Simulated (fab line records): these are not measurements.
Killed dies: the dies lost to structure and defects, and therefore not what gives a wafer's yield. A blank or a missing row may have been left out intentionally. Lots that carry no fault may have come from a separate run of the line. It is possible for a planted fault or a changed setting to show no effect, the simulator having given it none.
Lot-split experiment -- flow n5 finfet -- 21 wafers read across 7 lots, on a route 1938 steps long

## THE SPLIT ITSELF
At N5_BEOL_M2_ETCH_69 (etches SiARC in CF4, target depth 15.6 nm, time 26 s), the setting bias w was moved away from the recipe's 36 W on 8 of the 21 wafers read, by -17.1% to +12.0%. The other wafers ran this setting at the recipe's value.

The reading comes from the split's own step.

## THE READING
rf vpp V, in V, at N5_BEOL_M2_ETCH_69 (etches SiARC in CF4, target depth 15.6 nm, time 26 s). Fault-free wafers of this fab line usually give 184.0 V, standard deviation 1.2 V.

wafer,"tool, chamber at the split","bias w as run, W",against the recipe,"rf vpp V, V",against lot-mates on the recipe
L074.2,"rie diel-01, 3",36,recipe,185.4,-
L074.4,"rie diel-01, 1",36,recipe,185.0,-
L074.6,"rie diel-01, 1",36,recipe,183.6,-
L075.1,"rie diel-02, 0",36,recipe,182.4,-
L075.3,"rie diel-02, 2",36,recipe,180.6,-
L075.6,"rie diel-02, 3",36,recipe,184.6,-
L077.3,"rie diel-04, 0",38.67,+7.4%,194.7,+9.9
L077.4,"rie diel-04, 1",36,recipe,184.8,-
L077.6,"rie diel-04, 2",38.67,+7.4%,192.9,+8.1
L082.1,"rie diel-02, 0",29.85,-17.1%,163.4,-22.4
L082.2,"rie diel-02, 1",29.85,-17.1%,164.0,-21.8
L082.3,"rie diel-02, 3",36,recipe,185.8,-
L086.2,"rie diel-02, 1",36,recipe,183.0,-
L086.5,"rie diel-02, 1",36,recipe,184.0,-
L086.6,"rie diel-02, 2",40.32,+12.0%,197.7,+14.2
L090.1,"rie diel-02, 1",38.97,+8.3%,193.8,+11.9
L090.3,"rie diel-02, 2",36,recipe,181.8,-
L090.5,"rie diel-02, 2",36,recipe,182.0,-
L092.1,"rie diel-01, 0",36,recipe,184.0,-
L092.4,"rie diel-01, 1",31.6,-12.2%,169.8,-14.2
L092.5,"rie diel-01, 2",31.6,-12.2%,170.4,-13.6

THE FIT
A straight line over all 21 wafers: rf vpp V changes by +1.18 V for each +1% of bias w; r = +0.99; the points scatter about the line by 1.4 V.
The same after taking each lot's own level away (the mean of its wafers on the recipe; 21 wafers): +1.24 V for each +1%; r = +0.99; scatter 1 V.
The reading moves by 21 V for the largest change in bias w, on that fit.
Across the lots, their own levels run from 181.90 to 185.80 V, a range of 3.3 times the standard deviation given above.
Hence the lot-to-lot level has little effect on the slope; both slopes agree.
Check: -20.8 V against its lot-mates is what the line predicts for one of the wafers moved furthest among these (-17.1%) when that wafer is left out of the fit. It came out at -22.4 V against them.
Tool readings at the split's step, against how far the setting was moved: rf vpp V r = +0.99.

## FURTHER SPLITS ON THESE WAFERS
These wafers also went through other splits before the reading. Each is held against what the fit with the lots' levels taken away leaves over:
other split on the same wafers,wafers away from the commonest value,r with rf vpp V (lot level and that fit taken away)
N5_BEOL_M0_SAQP_ETCH_84 time s,8,-0.07
N5_BEOL_M0_SAQP_SPACER1_ALD_98 temp c,8,-0.01
N5_BEOL_M0_ETCH_138 source w,7,-0.01
N5_BEOL_M0_ETCH_128 source w,8,+0.10
N5_BEOL_M1_SPUTTER_48 time s,8,-0.01

## THE FILE'S OWN FIT
rf vpp V changes by +1.25 V for each +1% of bias w, r = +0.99.
